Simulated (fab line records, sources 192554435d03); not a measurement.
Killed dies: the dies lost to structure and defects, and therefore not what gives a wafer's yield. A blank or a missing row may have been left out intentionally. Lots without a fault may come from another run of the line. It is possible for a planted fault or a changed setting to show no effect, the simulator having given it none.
The tool behind it: which one? / flow n5Finfet / 11 lots with 33 wafers sampled at 2 steps, on a route of 1938 steps

WHAT EACH GAUGE READ, for each wafer
N5_SD_EPI_P_EPI_MEAS_23. Usual: thkNm 60.9 nm, standard deviation 1.1.
lot=L290; measured=day 3 13:38; on=filmMetro-02; thkNm (nm)=61.3 60.4 60.2; flag=
lot=L295; measured=day 4 17:37; on=filmMetro-01; thkNm (nm)=62.9 62.7 60.5; flag=
lot=L296; measured=day 5 00:10; on=filmMetro-01; thkNm (nm)=62.5 59.6 60.2; flag=
lot=L300; measured=day 5 22:59; on=filmMetro-01; thkNm (nm)=61.6 60.4 58.3; flag=
lot=L302; measured=day 6 10:43; on=filmMetro-02; thkNm (nm)=60.7 60.0 60.2; flag=
lot=L306; measured=day 7 10:42; on=filmMetro-02; thkNm (nm)=60.1 59.6 60.1; flag=
lot=L307; measured=day 7 20:20; on=filmMetro-02; thkNm (nm)=61.7 60.2 60.3; flag=
lot=L309; measured=day 8 08:23; on=filmMetro-02; thkNm (nm)=60.7 61.1 61.0; flag=
lot=L311; measured=day 8 20:42; on=filmMetro-01; thkNm (nm)=61.7 60.6 61.8; flag=
lot=L312; measured=day 9 01:30; on=filmMetro-01; thkNm (nm)=61.1 60.5 62.2; flag=
lot=L313; measured=day 9 04:53; on=filmMetro-01; thkNm (nm)=59.6 59.9 59.4; flag=

EACH LOT AND THE TOOL THAT RAN IT (in order: tool; ch and the chambers of the sampled wafers; start)
lot=L290; N5_SD_EPI_P_ETCH_47=rieDiel-03 ch 1,2, day 3 10:37
lot=L295; N5_SD_EPI_P_ETCH_47=rieDiel-05 ch 0,1,3, day 4 13:44
lot=L296; N5_SD_EPI_P_ETCH_47=rieDiel-03 ch 1,3, day 4 21:08
lot=L300; N5_SD_EPI_P_ETCH_47=rieDiel-03 ch 0,1,2, day 5 19:58
lot=L302; N5_SD_EPI_P_ETCH_47=rieDiel-01 ch 1,2, day 6 07:40
lot=L306; N5_SD_EPI_P_ETCH_47=rieDiel-03 ch 1,2,3, day 7 07:39
lot=L307; N5_SD_EPI_P_ETCH_47=rieDiel-03 ch 1,2,3, day 7 15:53
lot=L309; N5_SD_EPI_P_ETCH_47=rieDiel-05 ch 0,3, day 8 04:31
lot=L311; N5_SD_EPI_P_ETCH_47=rieDiel-01 ch 0,1,2, day 8 16:50
lot=L312; N5_SD_EPI_P_ETCH_47=rieDiel-05 ch 0,1,2, day 8 21:38
lot=L313; N5_SD_EPI_P_ETCH_47=rieDiel-03 ch 0,1, day 9 00:04
- N5_SD_EPI_P_ETCH_47: etches SiOCN in CH3F/O2, target depth 25 nm.

AS READ BY THE TOOLS THEMSELVES (means over the sampled wafers that have a number; for cases with no such wafer, the mark the record gives instead)
N5_SD_EPI_P_ETCH_47. Usual: drypumpMotorCurrentA 5.7 A, standard deviation 0.39; oesProductAu 0.81 a.u., standard deviation 0.074; rfVppV 127.3 V, standard deviation 1.5; showerheadPlenumPTorr 2.01 Torr, standard deviation 0.044; throttleValvePct 16.28 %, standard deviation 0.28.
lot=L290; tool=rieDiel-03; drypumpMotorCurrentA (A)=5.9; oesProductAu (a.u.)=0.78; rfVppV (V)=128.1; showerheadPlenumPTorr (Torr)=2.07; throttleValvePct (%)=16.21; flag=
lot=L295; tool=rieDiel-05; drypumpMotorCurrentA (A)=5.8; oesProductAu (a.u.)=0.77; rfVppV (V)=126.3; showerheadPlenumPTorr (Torr)=2.00; throttleValvePct (%)=16.63; flag=
lot=L296; tool=rieDiel-03; drypumpMotorCurrentA (A)=6.2; oesProductAu (a.u.)=0.90; rfVppV (V)=128.2; showerheadPlenumPTorr (Torr)=2.06; throttleValvePct (%)=16.12; flag=
lot=L300; tool=rieDiel-03; drypumpMotorCurrentA (A)=5.9; oesProductAu (a.u.)=0.77; rfVppV (V)=127.2; showerheadPlenumPTorr (Torr)=2.01; throttleValvePct (%)=16.17; flag=
lot=L302; tool=rieDiel-01; drypumpMotorCurrentA (A)=5.7; oesProductAu (a.u.)=0.87; rfVppV (V)=128.3; showerheadPlenumPTorr (Torr)=1.98; throttleValvePct (%)=16.03; flag=
lot=L306; tool=rieDiel-03; drypumpMotorCurrentA (A)=5.9; oesProductAu (a.u.)=0.80; rfVppV (V)=127.5; showerheadPlenumPTorr (Torr)=2.05; throttleValvePct (%)=16.21; flag=
lot=L307; tool=rieDiel-03; drypumpMotorCurrentA (A)=6.0; oesProductAu (a.u.)=0.80; rfVppV (V)=127.7; showerheadPlenumPTorr (Torr)=2.04; throttleValvePct (%)=16.21; flag=
lot=L309; tool=rieDiel-05; drypumpMotorCurrentA (A)=5.5; oesProductAu (a.u.)=0.73; rfVppV (V)=126.3; showerheadPlenumPTorr (Torr)=1.99; throttleValvePct (%)=16.76; flag=
lot=L311; tool=rieDiel-01; drypumpMotorCurrentA (A)=5.7; oesProductAu (a.u.)=0.82; rfVppV (V)=128.2; showerheadPlenumPTorr (Torr)=1.99; throttleValvePct (%)=16.18; flag=
lot=L312; tool=rieDiel-05; drypumpMotorCurrentA (A)=5.6; oesProductAu (a.u.)=0.79; rfVppV (V)=126.1; showerheadPlenumPTorr (Torr)=2.02; throttleValvePct (%)=16.36; flag=
lot=L313; tool=rieDiel-03; drypumpMotorCurrentA (A)=6.1; oesProductAu (a.u.)=0.77; rfVppV (V)=127.7; showerheadPlenumPTorr (Torr)=1.98; throttleValvePct (%)=16.14; flag=

THE ANSWER, worked out from the rows above alone
Rule: lot off if the mean of its wafers having a number is beyond 3 standard deviations from the usual mean. Also off: a lot with no number at a reading for which 4 or more lots have one. Any other lot the step has rows for is counted as sound. After the gauges, taken in route order, come the tools' own readings; for these a lot's mean is taken, as printed above. At the first step where some lot is off, the reading lying furthest off is the one used; lots without a number count as furthest.
No lot is off on any of the readings shown, so nothing can be concluded from this.

WHAT THE SIMULATOR HAD INSERTED
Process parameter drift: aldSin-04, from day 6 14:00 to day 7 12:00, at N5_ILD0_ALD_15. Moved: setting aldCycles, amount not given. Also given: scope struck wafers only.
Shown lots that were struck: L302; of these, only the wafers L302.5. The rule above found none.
